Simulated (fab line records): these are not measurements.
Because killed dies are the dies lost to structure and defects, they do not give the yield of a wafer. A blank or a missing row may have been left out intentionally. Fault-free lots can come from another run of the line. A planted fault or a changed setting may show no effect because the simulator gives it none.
Chamber matching ; flow n5 finfet ; N5_BEOL_M1_ALD_84 on ald metal-02: 4 sister chambers
The step deposits TaN, pulse time 2 s, purge time 3 s, co reactant purge time 2 s. 8 wafers are shown with their chamber, then 10 later ones without.

WAFERS, EACH WITH ITS CHAMBER
wafer;chamber;heater power w (W)
L081.1;3;487
L083.2;2;471
L084.6;2;460
L085.2;1;410
L085.3;0;428
L085.4;3;486
L087.2;1;419
L087.3;0;425

WAFERS WHOSE CHAMBER IS MISSING
wafer;heater power w (W)
L087.5;462
L090.1;468
L090.5;416
L090.6;461
L094.2;415
L094.5;469
L094.6;479
L097.1;457
L097.2;477
L097.6;426

THE CHAMBER EACH PASSED THROUGH
wafer;from the rows above;in truth
L087.5;2;2
L090.1;2;2
L090.5;can't be placed: 1 or 0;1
L090.6;2;2
L094.2;1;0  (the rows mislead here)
L094.5;2;2
L094.6;can't be placed: 3 or 2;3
L097.1;2;2
L097.2;can't be placed: 3 or 2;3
L097.6;0;0
Correctly placed: 6 of 10. Cannot be placed on the basis of these rows: 3; the candidates contain the true chamber in 3. Wrongly placed: 1.
How it was worked out, from the rows above alone: a wafer's distance from a chamber is the root of the sum, over the readings, of the square of ((its reading less the chamber's mean) divided by the reading's scatter). The wafer belongs to the nearest chamber; if the next one is less than 2 further off, it can't be placed. Each chamber's mean is taken over the wafers shown for it. The scatter: the root of (the sum of the squares of (reading less its chamber's mean) over the shown wafers, divided by (wafers less chambers)).
